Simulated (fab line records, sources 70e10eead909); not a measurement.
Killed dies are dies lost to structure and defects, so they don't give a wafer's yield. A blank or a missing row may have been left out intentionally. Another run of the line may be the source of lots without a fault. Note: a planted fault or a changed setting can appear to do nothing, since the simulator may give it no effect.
fab line records    flow nandHarc
[record] lots = 12  wafers = 36  lastDay = 24
route steps=1159 shown P_M1@305 P_M2@330 END@1159
lots that met no fault: taken from a fault-free run of the same line
startH: start of the lot's first displayed wafer, in hours after the record's first day    waitH: hours elapsed since this lot's preceding step    " unchanged from the row above    L1.1+2: several wafers, shown together as one row    - either no value or no given start    * or withheld: withheld    < > ~ a bound
route shown NAME@n: a module of which the file shows steps, and the number in the route of the first    usual: average and standard deviation across the fault-free wafers    same: alike in all rows    chamber/n: place in a boat    sites: readings site by site    _std_site: standard deviation across them    _edge_site: outer sites' mean less inner sites'    radiusMm: for every site, how far away it sits from the centre of the wafer    mask NAME#n: copy n    behind: the tool/chamber that last shaped the wafer    hold: why the lot went on hold/how many hours it stayed there/how the hold came to an end    device: the transistor (n, p or np) that didn't switch    end of line: the tests these same wafers got at the end of their route    step lacking rows: just its recipe    killed: not the wafer's yield, but the dies lost to structure and defects at the first sort    map: per-die view of a wafer (x killed, . not killed, _ where there is no die)
set.NAME: the setting as run; set.NAME@STEP: as run at that earlier step    model.NAME: the simulator's own value behind a step, which no gauge read
steps of the route over a sample of lots; a table a step, a row a wafer
services: a tool's chamber out of use, with start hour (startH, from the record's first day; less than 0 if before it), hours out, and reason
[[steps]]
[step NHARC_P_M1_DEGAS_29]
[recipe] tempC = 250  timeS = 60
[usual] heaterPowerW = 323/32
lot.wafer  tool           chamber  startH  waitH  heaterPowerW
L626.1     pvdSputter-03  -        116.34  -      375
L626.5     "              -        "       "      321
L626.6     "              -        "       "      361
L627.2     pvdSputter-01  -        126.47  -      320
L627.4     "              -        "       "      340
L627.1     "              -        "       "      313
L629.1     pvdSputter-01  -        139.77  -      299
L629.6     "              -        "       "      317
L629.5     "              -        "       "      316
L632.2     pvdSputter-02  -        169.97  -      377
L632.5     "              -        "       "      379
L632.6     "              -        "       "      340
L634.1     pvdSputter-01  -        170.64  -      306
L634.3     "              -        "       "      343
L634.6     "              -        "       "      281
L636.4     pvdSputter-03  -        188.53  -      287
L636.1     "              -        "       "      325
L636.6     "              -        "       "      286
L641.3     pvdSputter-03  -        209.63  -      282
L641.4     "              -        "       "      373
L641.6     "              -        "       "      291
L640.4     pvdSputter-01  -        209.79  -      339
L640.3     "              -        "       "      280
L640.5     "              -        "       "      302
L644.1     pvdSputter-02  -        239.73  -      385
L644.5     "              -        "       "      337
L644.6     "              -        "       "      367
L646.2     pvdSputter-02  -        243.80  -      385
L646.3     "              -        "       "      408
L646.6     "              -        "       "      389
L648.3     pvdSputter-01  -        250.81  -      284
L648.4     "              -        "       "      303
L648.6     "              -        "       "      296
L649.3     pvdSputter-03  -        251.38  -      363
L649.6     "              -        "       "      326
L649.5     "              -        "       "      368
[step NHARC_P_M1_PVD_20]
[recipe] targetThkA = 50  biasV = 168.6  powerW = 15000  chamberPressurePa = 0.12  timeS = 8.06  substrateTempC = 50  material = TaN
[usual] chamberPressurePa = 0.11999/0.00027  substrateTempC = 49.99/0.12  throttleValvePct = 30.2/0.89
lot.wafer  tool           chamber  startH  waitH  chamberPressurePa  substrateTempC  throttleValvePct
L626.1     pvdSputter-03  -        -       -      0.11935            49.95           29.4
L626.6     "              -        "       "      0.12016            50.16           31.0
L626.5     "              -        "       "      0.12037            49.84           31.2
L627.2     pvdSputter-01  -        -       -      0.12032            50.07           29.7
L627.1     "              -        "       "      0.12029            50.15           30.9
L627.4     "              -        "       "      0.11987            49.94           31.4
L629.1     pvdSputter-01  -        -       -      0.11982            50.06           30.6
L629.6     "              -        "       "      0.1196             50.09           29.5
L629.5     "              -        "       "      0.12021            50.11           30.7
L632.2     pvdSputter-02  -        -       -      0.12029            49.98           30.1
L632.6     "              -        "       "      0.12015            50.23           28.1
L632.5     "              -        "       "      0.12006            50.11           29.9
L634.1     pvdSputter-01  -        -       -      0.12016            49.90           31.4
L634.3     "              -        "       "      0.12006            49.94           30.5
L634.6     "              -        "       "      0.12018            50.11           29.0
L636.1     pvdSputter-03  -        -       -      0.1199             50.04           29.4
L636.4     "              -        "       "      0.12023            49.90           30.9
L636.6     "              -        "       "      0.12007            50.08           29.5
L641.3     pvdSputter-03  -        -       -      0.12011            49.90           31.1
L641.4     "              -        "       "      0.1202             50.00           29.5
L641.6     "              -        "       "      0.11956            49.95           30.9
L640.4     pvdSputter-01  -        -       -      0.12044            50.04           31.4
L640.3     "              -        "       "      0.12005            49.97           30.4
L640.5     "              -        "       "      0.12015            49.97           30.4
L644.1     pvdSputter-02  -        -       -      0.12002            50.13           30.8
L644.5     "              -        "       "      0.12018            49.94           28.2
L644.6     "              -        "       "      0.12011            49.96           29.1
L646.2     pvdSputter-02  -        -       -      0.12023            50.17           29.0
L646.3     "              -        "       "      0.11985            49.95           30.4
L646.6     "              -        "       "      0.1204             50.15           28.9
L648.4     pvdSputter-01  -        -       -      0.12017            50.01           30.5
L648.3     "              -        "       "      0.11955            49.94           29.1
L648.6     "              -        "       "      0.12011            49.98           29.2
L649.3     pvdSputter-03  -        -       -      0.11989            49.97           30.8
L649.5     "              -        "       "      0.11979            50.05           29.2
L649.6     "              -        "       "      0.12015            50.03           29.5
[step NHARC_P_M2_INSPECT_11]
[usual] rawDefectCount = 4.0/2.2
lot.wafer  tool              chamber  startH  waitH  rawDefectCount
L626.1     defectInspect-02  -        119.40  0.0    4
L626.5     "                 -        "       "      5
L626.6     "                 -        "       "      3
L627.1     defectInspect-02  -        129.79  0.0    10
L627.2     "                 -        "       "      3
L627.4     "                 -        "       "      6
L629.1     defectInspect-02  -        142.94  0.0    0
L629.5     "                 -        "       "      4
L629.6     "                 -        "       "      4
L632.2     defectInspect-02  -        173.04  0.0    4
L632.5     "                 -        "       "      4
L632.6     "                 -        "       "      1
L634.1     defectInspect-02  -        174.05  0.0    3
L634.3     "                 -        "       "      5
L634.6     "                 -        "       "      3
L636.1     defectInspect-02  -        191.46  0.0    2
L636.4     "                 -        "       "      1
L636.6     "                 -        "       "      2
L641.3     defectInspect-01  -        212.79  0.0    5
L641.4     "                 -        "       "      2
L641.6     "                 -        "       "      4
L640.3     defectInspect-01  -        212.97  0.0    2
L640.4     "                 -        "       "      3
L640.5     "                 -        "       "      5
L644.1     defectInspect-01  -        243.26  0.0    6
L644.5     "                 -        "       "      10
L644.6     "                 -        "       "      6
L646.2     defectInspect-01  -        247.43  0.0    7
L646.3     "                 -        "       "      1
L646.6     "                 -        "       "      6
L648.3     defectInspect-02  -        253.86  0.0    7
L648.4     "                 -        "       "      5
L648.6     "                 -        "       "      7
L649.3     defectInspect-02  -        254.80  0.0    7
L649.5     "                 -        "       "      1
L649.6     "                 -        "       "      4
[step NHARC_P_M2_ETCH_35]
[recipe] targetDepthA = 400  overetchA = 120  timeS = 43.94  ionEnergyEv = 200  n2FlowSccm = 150  h2FlowSccm = 150  arFlowSccm = 0  rfW = 400  biasW = 150  chemistry = N2/H2
[usual] drypumpMotorCurrentA = 6.0/0.42  oesProductAu = 1.001/0.0065  rfVppV = 430.6/2.5  runLengthS = 64.9/0.42  showerheadPlenumPTorr = 2.04/0.085  throttleValvePct = 14.171/0.0086
lot.wafer  tool        chamber  startH  waitH  drypumpMotorCurrentA  oesProductAu  rfHoursCounterH  rfVppV  runLengthS  showerheadPlenumPTorr  throttleValvePct
L626.1     rieDiel-13  3        119.55  0.1    6.3                   1.003         5                434.7   65.7        2.13                   14.183
L626.5     "           2        "       "      5.8                   0.998         -                431.5   64.6        2.08                   14.172
L626.6     "           3        "       "      6.4                   1.009         -                432.4   65.7        2.13                   14.184
L627.4     rieDiel-02  1        129.94  0.1    6.1                   1.008         5                432.0   65.3        2.13                   14.182
L627.2     "           2        "       "      5.9                   1.007         5                432.6   64.6        2.11                   14.173
L627.1     "           3        "       "      6.5                   1.009         5                428.2   65.0        2.00                   14.177
L629.1     rieDiel-02  1        143.10  0.1    6.1                   1.004         5                432.7   65.1        2.13                   14.157
L629.6     "           3        "       "      6.5                   0.997         -                429.0   65.1        2.00                   14.167
L629.5     "           0        "       "      6.1                   1.000         -                427.7   64.6        1.95                   14.161
L632.2     rieDiel-02  2        173.19  0.1    5.9                   0.998         0                432.1   64.6        2.11                   14.180
L632.6     "           2        "       "      6.0                   0.995         -                432.4   64.3        2.11                   14.165
L632.5     "           3        "       "      6.5                   1.005         -                428.7   65.0        2.00                   14.167
L634.1     rieDiel-02  3        174.19  0.1    6.5                   1.015         0                429.0   51.4        1.99                   14.160
L634.3     "           1        "       "      6.0                   1.015         0                432.9   65.2        2.13                   14.180
L634.6     "           3        "       "      6.5                   1.012         -                428.2   64.6        2.00                   14.160
L636.4     rieDiel-02  2        191.61  0.1    6.0                   0.997         1                432.7   64.2        2.11                   14.160
L636.1     "           1        "       "      6.1                   1.014         1                434.0   51.4        2.13                   14.164
L636.6     "           3        "       "      6.5                   1.009         -                429.5   64.9        1.99                   14.180
L641.4     rieDiel-06  1        212.94  0.1    5.4                   0.989         23               427.3   65.2        1.90                   14.169
L641.3     "           2        "       "      5.0                   0.996         23               433.4   65.4        2.15                   14.160
L641.6     "           1        "       "      5.4                   0.999         -                428.5   65.0        1.90                   14.160
L640.4     rieDiel-06  2        213.16  0.1    5.0                   1.002         23               434.4   65.6        2.15                   14.193
L640.3     "           3        "       "      6.7                   0.993         31               434.1   64.3        2.15                   14.160
L640.5     "           1        "       "      5.5                   0.996         -                428.3   64.9        1.90                   14.178
L644.1     rieDiel-13  1        243.50  0.1    6.3                   0.996         60               430.0   65.4        1.99                   14.194
L644.6     "           0        "       "      5.9                   0.995         -                427.2   64.9        1.89                   14.161
L644.5     "           1        "       "      6.3                   1.000         -                427.7   65.2        1.99                   14.181
L646.3     rieDiel-02  3        247.58  0.1    6.5                   1.001         3                428.6   64.7        1.99                   14.168
L646.2     "           1        "       "      6.0                   1.010         3                431.8   65.1        2.13                   14.161
L646.6     "           3        "       "      6.5                   0.997         -                429.0   65.2        1.99                   14.167
L648.3     rieDiel-02  0        254.01  0.1    6.2                   1.016         3                427.7   64.6        1.95                   14.165
L648.4     "           1        "       "      6.1                   0.998         3                433.5   65.2        2.13                   14.169
L648.6     "           1        "       "      6.0                   0.994         -                433.4   65.0        2.13                   14.182
L649.3     rieDiel-06  1        254.95  0.1    5.5                   0.997         1                426.6   65.2        1.90                   14.181
L649.5     "           1        "       "      5.4                   1.001         -                426.3   65.0        1.90                   14.167
L649.6     "           2        "       "      5.0                   1.008         -                434.9   65.5        2.15                   14.160
[step NHARC_END_SORT_01]
[recipe] tempC = 25
[usual] defectLimitedYield = 94.9/1.7  killedAtArray = 31/12  killedAtOther = 0.6/0.85  killedAtPeriphery = 3.0/2.3  killedDies = 35/12  killedOpen = 3.2/1.9  killedShort = 1.8/1.4  sort_bin_2_pct = 1.6/0.7  sort_bin_3_pct = 0.28/0.22  sort_bin_4_pct = 3.3/1.2  sortNPass = 642/12  sortRimYieldPct = 97.7/1.5  sortYieldPct = 94.9/1.7
[same] grossDies = 677  sort_bin_5_pct[%] = 0  sort_bin_6_pct[%] = 0  sort_bin_7_pct[%] = 0  sort_bin_8_pct[%] = 0  sortRimNGross = 106.00
lot.wafer  tool       chamber  startH  waitH  defectLimitedYield[%]  killedAtArray  killedAtOther  killedAtPeriphery  killedDies  killedOpen  killedShort  sort_bin_2_pct[%]  sort_bin_3_pct[%]  sort_bin_4_pct[%]  sortNPass  sortRimYieldPct[%]  sortYieldPct[%]
L632.2     prober-02  0        473.34  2.8    95.7                   22             1              6                  29          3           2            1.5                0.15               2.7                648        96.2                95.7
L632.5     prober-02  0        475.73  3.7    96.8                   17             0              5                  22          7           1            1.3                0                  1.9                655        98.1                96.8
L632.6     prober-02  0        476.52  4.0    97.0                   15             2              3                  20          2           2            0.9                0.15               1.9                657        99.1                97.0
L634.1     prober-01  0        482.32  2.5    93.5                   40             3              1                  44          2           2            2.5                0.30               3.7                633        97.2                93.5
L634.3     prober-01  0        483.95  3.1    94.5                   33             2              2                  37          3           0            1.6                0.15               3.7                640        96.2                94.5
L634.6     prober-01  0        486.39  4.1    92.3                   50             0              2                  52          1           2            1.6                0.30               5.8                625        98.1                92.3
L636.1     prober-01  0        508.69  2.5    93.1                   45             1              1                  47          4           2            1.5                0.30               5.2                630        98.1                93.1
L636.4     prober-01  0        511.11  3.4    94.5                   33             2              2                  37          3           1            1.5                0.89               3.1                640        98.1                94.5
L636.6     prober-01  0        512.73  4.0    95.3                   31             1              0                  32          1           0            2.2                0.44               2.1                645        100.0               95.3
L641.3     prober-01  0        535.45  3.1    94.7                   34             0              2                  36          1           2            1.6                0.89               2.8                641        100.0               94.7
L641.4     prober-01  0        536.25  3.4    95.1                   29             1              3                  33          5           2            1.3                0.15               3.4                644        99.1                95.1
L641.6     prober-01  0        537.84  4.0    93.6                   38             4              1                  43          2           0            3.0                0.44               3.0                634        99.1                93.6
L640.3     prober-01  0        543.23  3.1    95.1                   32             0              1                  33          5           1            1.2                0.59               3.1                644        98.1                95.1
L640.4     prober-01  0        544.03  3.4    95.3                   32             0              0                  32          2           0            1.6                0.15               3.0                645        98.1                95.3
L640.5     prober-01  0        544.83  3.7    95.0                   32             0              2                  34          3           1            1.2                0.59               3.2                643        99.1                95.0
L648.3     prober-01  0        583.70  3.1    92.9                   41             3              4                  48          4           1            2.5                0.89               3.7                629        99.1                92.9
L648.4     prober-01  0        584.49  3.4    94.2                   31             2              6                  39          5           0            2.5                0.30               3.0                638        98.1                94.2
L648.6     prober-01  0        586.07  4.0    94.7                   31             1              4                  36          4           0            1.8                0.44               3.1                641        100.0               94.7
// killed by level:class
L632.2 A_STAIRCASE:chamberFilmFlake=8 A_CHANNEL_HOLE_D1:chamberFilmFlake=3 A_SLIT:chamberFilmFlake=3 A_CONTACT:chamberFilmFlake=3 P_GATE:chamberFilmFlake=2 P_M2:chamberFilmFlake=2 A_WL_FILL:chamberFilmFlake=2 P_STI:geometricParticle:short=1
L632.5 A_STAIRCASE:chamberFilmFlake=4 A_CONTACT:chamberFilmFlake=4 A_M0:geometricParticle:open=2 P_M2:chamberFilmFlake=2 P_CONTACT:geometricParticle:open=1 A_SOURCE_PLATE:geometricParticle:short=1 A_ONON_D1:geometricParticle:open=1 A_CONTACT:geometricParticle:open=1
L632.6 A_CHANNEL_HOLE_D1:chamberFilmFlake=6 A_STAIRCASE:chamberFilmFlake=4 A_SLIT:chamberFilmFlake=2 THIN_TSV:chamberFilmFlake=2 P_GATE:geometricParticle:short=1 P_M0:geometricParticle:open=1 A_CONTACT:geometricParticle:short=1 A_BLC:geometricParticle:open=1
L634.1 A_SLIT:chamberFilmFlake=15 A_CHANNEL_HOLE_D1:chamberFilmFlake=13 A_CONTACT:chamberFilmFlake=4 THIN_TSV:chamberFilmFlake=3 A_STAIRCASE:chamberFilmFlake=3 A_CHANNEL_FILL_D1:geometricParticle:open=1 A_CHANNEL_FILL_D1:geometricParticle:short=1 A_CONTACT:geometricParticle:short=1
L634.3 A_SLIT:chamberFilmFlake=16 A_CHANNEL_HOLE_D1:chamberFilmFlake=12 P_M2:chamberFilmFlake=2 A_STAIRCASE:chamberFilmFlake=2 A_WL_FILL:geometricParticle:open=1 A_BLC:geometricParticle:open=1 STARTING-WAFER:geometricParticle:open=1 A_CONTACT:chamberFilmFlake=1
L634.6 A_SLIT:chamberFilmFlake=18 A_CHANNEL_HOLE_D1:chamberFilmFlake=17 A_STAIRCASE:chamberFilmFlake=5 A_CONTACT:chamberFilmFlake=5 A_ONON_D1:geometricParticle:short=2 A_ZERO_WELL:chamberFilmFlake=2 P_M2:geometricParticle:open=1 P_STI:chamberFilmFlake=1
L636.1 A_SLIT:chamberFilmFlake=17 A_CHANNEL_HOLE_D1:chamberFilmFlake=14 A_STAIRCASE:chamberFilmFlake=6 A_CONTACT:geometricParticle:open=2 A_CONTACT:chamberFilmFlake=2 P_CONTACT:geometricParticle:open=1 A_ONON_D1:geometricParticle:open=1 A_WL_FILL:geometricParticle:short=1
L636.4 A_CHANNEL_HOLE_D1:chamberFilmFlake=14 A_SLIT:chamberFilmFlake=11 A_STAIRCASE:chamberFilmFlake=3 A_ONON_D1:geometricParticle:open=2 A_WL_FILL:chamberFilmFlake=2 THIN_TSV:chamberFilmFlake=2 P_M0:geometricParticle:short=1 P_M0:geometricParticle:open=1
L636.6 A_SLIT:chamberFilmFlake=13 A_CHANNEL_HOLE_D1:chamberFilmFlake=12 A_WL_FILL:chamberFilmFlake=3 A_CONTACT:chamberFilmFlake=2 A_ONON_D1:geometricParticle:open=1 THIN_TSV:chamberFilmFlake=1
L641.3 A_CHANNEL_HOLE_D1:chamberFilmFlake=25 A_STAIRCASE:chamberFilmFlake=3 A_WL_FILL:chamberFilmFlake=3 P_M0:geometricParticle:short=1 A_CHANNEL_FILL_D1:geometricParticle:short=1 A_CONTACT:geometricParticle:open=1 P_M2:chamberFilmFlake=1 A_CONTACT:chamberFilmFlake=1
L641.4 A_CHANNEL_HOLE_D1:chamberFilmFlake=21 A_STAIRCASE:chamberFilmFlake=3 P_STI:geometricParticle:open=1 P_CONTACT:geometricParticle:open=1 P_BONDPAD:geometricParticle:open=1 A_SGD_CUT:geometricParticle:short=1 A_SGD_CUT:geometricParticle:open=1 A_WL_FILL:geometricParticle:short=1
L641.6 A_CHANNEL_HOLE_D1:chamberFilmFlake=29 A_STAIRCASE:chamberFilmFlake=4 THIN_TSV:chamberFilmFlake=3 A_WL_FILL:chamberFilmFlake=2 A_CONTACT:chamberFilmFlake=2 A_SGD_CUT:geometricParticle:open=1 STARTING-WAFER:geometricParticle:open=1 P_M0:chamberFilmFlake=1
L640.3 A_CHANNEL_HOLE_D1:chamberFilmFlake=22 A_CONTACT:geometricParticle:open=2 A_WL_FILL:chamberFilmFlake=2 A_CONTACT:chamberFilmFlake=2 P_CONTACT:geometricParticle:short=1 A_ONON_D1:geometricParticle:open=1 A_WL_FILL:geometricParticle:open=1 A_M1:geometricParticle:open=1
L640.4 A_CHANNEL_HOLE_D1:chamberFilmFlake=25 A_WL_FILL:chamberFilmFlake=2 A_ONON_D1:geometricParticle:open=1 A_CONTACT:geometricParticle:open=1 A_ZERO_WELL:chamberFilmFlake=1 A_STAIRCASE:chamberFilmFlake=1 A_CONTACT:chamberFilmFlake=1
L640.5 A_CHANNEL_HOLE_D1:chamberFilmFlake=22 A_STAIRCASE:chamberFilmFlake=3 P_CONTACT:geometricParticle:open=1 A_CHANNEL_HOLE_D1:geometricParticle:open=1 A_CONTACT:geometricParticle:short=1 A_M0:geometricParticle:open=1 P_GATE:chamberFilmFlake=1 A_ZERO_WELL:chamberFilmFlake=1
L648.3 A_SLIT:chamberFilmFlake=22 A_CHANNEL_HOLE_D1:chamberFilmFlake=5 A_M1:chamberFilmFlake=5 A_CONTACT:chamberFilmFlake=3 P_GATE:chamberFilmFlake=2 A_STAIRCASE:chamberFilmFlake=2 THIN_TSV:chamberFilmFlake=2 A_ONON_D1:geometricParticle:open=1
L648.4 A_SLIT:chamberFilmFlake=19 A_CHANNEL_HOLE_D1:chamberFilmFlake=6 P_STI:chamberFilmFlake=3 A_M1:chamberFilmFlake=3 P_M0:geometricParticle:open=2 A_CONTACT:chamberFilmFlake=2 P_CONTACT:geometricParticle:open=1 A_WL_FILL:geometricParticle:open=1
L648.6 A_SLIT:chamberFilmFlake=16 A_M1:chamberFilmFlake=5 A_CHANNEL_HOLE_D1:chamberFilmFlake=4 A_CONTACT:chamberFilmFlake=3 P_CONTACT:geometricParticle:open=1 P_M2:geometricParticle:open=1 A_CHANNEL_FILL_D1:geometricParticle:open=1 A_CONTACT:geometricParticle:open=1
[[services]]
tool           chamber  startH  hours  kind
rieDiel-13     -        99.07   9.0    pm
rieDiel-02     0        99.43   3.9    repair
pvdSputter-03  -        102.00  10.0   pm
rieDiel-02     0        105.35  -      clean
rieDiel-02     1        105.35  -      clean
rieDiel-02     2        105.35  -      clean
rieDiel-02     3        105.35  -      clean
rieDiel-06     1        118.90  36.4   repair
rieDiel-02     0        129.85  -      clean
rieDiel-02     1        129.85  -      clean
rieDiel-02     2        129.85  -      clean
rieDiel-06     0        131.80  9.3    repair
rieDiel-13     3        135.60  88.1   repair
rieDiel-02     -        150.70  9.0    pm
pvdSputter-01  -        158.00  10.0   pm
rieDiel-02     -        180.35  0.4    repair
rieDiel-13     2        181.36  1.6    repair
rieDiel-13     2        191.41  6.1    repair
rieDiel-13     -        193.39  0.4    repair
pvdSputter-02  -        214.00  10.0   pm
rieDiel-13     1        219.31  4.5    repair
rieDiel-06     -        241.20  9.0    pm
pvdSputter-03  -        245.39  2.3    repair
pvdSputter-02  -        251.28  8.1    repair
[[key]]
[firstSign] step = NHARC_P_M2_ETCH_35  reading = runLengthS  direction = down  sigmas = 32  usual = *  struck = *
effect none on later readings
metAt NHARC_P_M2_ETCH_35
struckLots L634,L636
struckWafers L634.1,L636.1
notActingAt NHARC_P_M1_DEGAS_29,NHARC_P_M1_PVD_20,NHARC_P_M2_INSPECT_11
onsetBetween 173.19 174.19
[fault] kind = processParameterDrift  tool = rieDiel-02  chamber = -  onsetH = 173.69  steps = NHARC_P_M2_ETCH_35  channel = timeS  offset = *  shape = step  endH = 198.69  scope = struckWafersOnly  actsIn = *  stated = *
